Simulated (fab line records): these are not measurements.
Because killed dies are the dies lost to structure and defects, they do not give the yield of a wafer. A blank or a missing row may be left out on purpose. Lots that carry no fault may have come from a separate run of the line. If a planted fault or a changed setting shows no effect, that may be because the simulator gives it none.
Which tool is to blame? + flow n5Finfet + 10 lots, 29 wafers sampled, at 3 steps of a route of 1938

WHAT THE GAUGES SHOWED, per wafer
N5_WELL_APT_OVL_MEAS_09.
| lot  | measured    | on         | NWELL_OVL (nm) |
|------|-------------|------------|----------------|
| L119 | day 1 13:46 | overlay-02 | -1 -6 0        |
| L121 | day 2 01:50 | overlay-02 | -8 -4          |
| L124 | day 2 19:55 | overlay-01 | 8 2 -3         |
| L125 | day 3 01:49 | overlay-02 | 6 2 6          |
| L127 | day 3 13:35 | overlay-02 | 5 14 5         |
| L130 | day 4 07:38 | overlay-02 | 10 4 5         |
| L132 | day 4 19:43 | overlay-01 | 2 1 -3         |
| L137 | day 6 01:50 | overlay-02 | 34 28 31       |
| L139 | day 6 13:50 | overlay-02 | 28 36 32       |
| L142 | day 7 07:44 | overlay-02 | 2 4 1          |

WHAT TOOL EACH LOT RAN ON (gives the tool, then ch and the chambers of the sampled wafers, and finally the start)
| lot  | N5_ZERO_LAYER_ETCH_18          | N5_WELL_APT_EXPOSE_05           |
|------|--------------------------------|---------------------------------|
| L119 | rieSi-06 ch 0,1,2, day 1 12:47 | krfScanner-01 ch 0, day 1 13:34 |
| L121 | rieSi-02 ch 1,3, day 2 00:55   | krfScanner-01 ch 0, day 2 01:38 |
| L124 | rieSi-01 ch 0,2, day 2 19:07   | krfScanner-02 ch 0, day 2 19:43 |
| L125 | rieSi-02 ch 0,2,3, day 3 00:53 | krfScanner-01 ch 0, day 3 01:37 |
| L127 | rieSi-02 ch 0,3, day 3 12:47   | krfScanner-02 ch 0, day 3 13:23 |
| L130 | rieSi-02 ch 0,1, day 4 06:49   | krfScanner-02 ch 0, day 4 07:26 |
| L132 | rieSi-06 ch 0,3, day 4 18:55   | krfScanner-01 ch 0, day 4 19:31 |
| L137 | rieSi-02 ch 1,2, day 6 00:55   | krfScanner-01 ch 0, day 6 01:39 |
| L139 | rieSi-02 ch 0,2,3, day 6 12:55 | krfScanner-01 ch 0, day 6 13:39 |
| L142 | rieSi-06 ch 0,1,3, day 7 06:56 | krfScanner-02 ch 0, day 7 07:32 |
- N5_ZERO_LAYER_ETCH_18: etches Si in HBr/Cl2, target depth 120 nm, time 40 s.
- N5_WELL_APT_EXPOSE_05: exposes mask NWELL, defocus 0 nm, target cd 200 nm.

THE ANSWER, worked out from the rows above alone
Rule: the lots themselves supply what counts as usual. Put in order of their means at a reading, lots are off if they are a third of the lots or fewer, leave a main group of 4 or more, and stand apart from it by a gap of 3 or more times the standard deviation of the main group's means; of several such gaps the widest counts. A main group is skipped when, at the precision printed for the reading in the tables above, its means are all equal. Also off: a lot with no number at a reading for which 4 or more lots have one. The other lots that the step has rows for count as sound.
Off: L137, L139, seen at N5_WELL_APT_OVL_MEAS_09 (NWELL_OVL). For the main group the mean is 2 nm and the standard deviation 4.3.
If a tool, at a process step before that reading, ran all the lots that are off and no sound lot after the first of them, it fits. Gauges at N5_WELL_APT_OVL_MEAS_09: tried the same way as those tools. This does not decide it: 2 tools fit, namely rieSi-02 at N5_ZERO_LAYER_ETCH_18 and krfScanner-01 at N5_WELL_APT_EXPOSE_05.

WHAT WAS PUT IN BY THE SIMULATOR
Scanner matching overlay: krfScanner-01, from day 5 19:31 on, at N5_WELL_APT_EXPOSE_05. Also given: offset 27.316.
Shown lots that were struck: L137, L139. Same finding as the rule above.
